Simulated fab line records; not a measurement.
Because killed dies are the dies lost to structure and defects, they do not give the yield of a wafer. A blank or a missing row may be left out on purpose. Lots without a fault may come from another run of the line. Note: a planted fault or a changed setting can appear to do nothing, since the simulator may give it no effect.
Chamber matching -- flow n5_finfet -- 4 sister chambers for N5_BEOL_M13_VIA_ETCH_16 on rie_diel-01
The step etches SiOC in C4F8/O2/Ar, target depth 921.7 nm. 16 wafers are shown with their chamber, then 8 later ones without.

WAFERS, EACH WITH ITS CHAMBER
wafer,chamber,showerhead_plenum_p_Torr (Torr),drypump_motor_current_A (A),throttle_valve_pct (%)
L074.1,1,3.49,5.47,23.73
L074.2,2,3.52,5.78,24.79
L074.5,2,3.52,5.78,24.79
L077.2,0,3.26,5.43,24.23
L077.3,3,3.47,5.16,24.51
L077.5,0,3.26,5.41,24.21
L080.4,3,3.47,5.19,24.54
L080.5,3,3.47,5.18,24.53
L080.6,0,3.26,5.38,24.25
L088.1,3,3.46,5.16,24.57
L088.4,0,3.25,5.39,24.26
L088.5,3,3.46,5.17,24.56
L091.1,1,3.47,5.51,23.77
L091.4,2,3.51,5.74,24.50
L091.5,0,3.25,5.42,24.25
L094.1,3,3.45,5.16,24.58

SIGNATURES, as means of the wafers listed above
reading,chamber 0,chamber 1,chamber 2,chamber 3,scatter within a chamber
showerhead_plenum_p_Torr,3.2560,3.4800,3.5167,3.4633,0.00775
drypump_motor_current_A,5.4060,5.4900,5.7667,5.1700,0.0191
throttle_valve_pct,24.2400,23.7500,24.6933,24.5483,0.0719
Rule: a wafer's distance from a chamber is the root of the sum, over the readings, of the square of ((its reading less the chamber's mean) divided by the reading's scatter). If the next closest chamber is less than 2 further off than the closest, the wafer can't be placed; otherwise it belongs to the closest. The scatter: take each reading less its chamber's mean, square it, sum over the shown wafers, divide by the number of wafers less the number of chambers, and take the root.

WAFERS WITHOUT THEIR CHAMBER
wafer,showerhead_plenum_p_Torr (Torr),drypump_motor_current_A (A),throttle_valve_pct (%)
L094.2,3.47,5.51,23.77
L094.6,3.24,5.43,24.26
L097.1,3.45,5.17,24.58
L097.2,3.47,5.49,23.77
L097.3,3.50,5.79,24.53
L095.3,3.50,5.78,24.54
L095.5,3.45,5.16,24.59
L095.6,3.50,5.74,24.52

WHICH CHAMBER EACH WENT THROUGH
wafer,from the rows above,in truth
L094.2,1,1
L094.6,0,0
L097.1,3,3
L097.2,1,1
L097.3,2,2
L095.3,2,2
L095.5,3,3
L095.6,2,2
8 of 8 placed correctly. Left unplaced by these rows: 0. 0 placed wrongly.
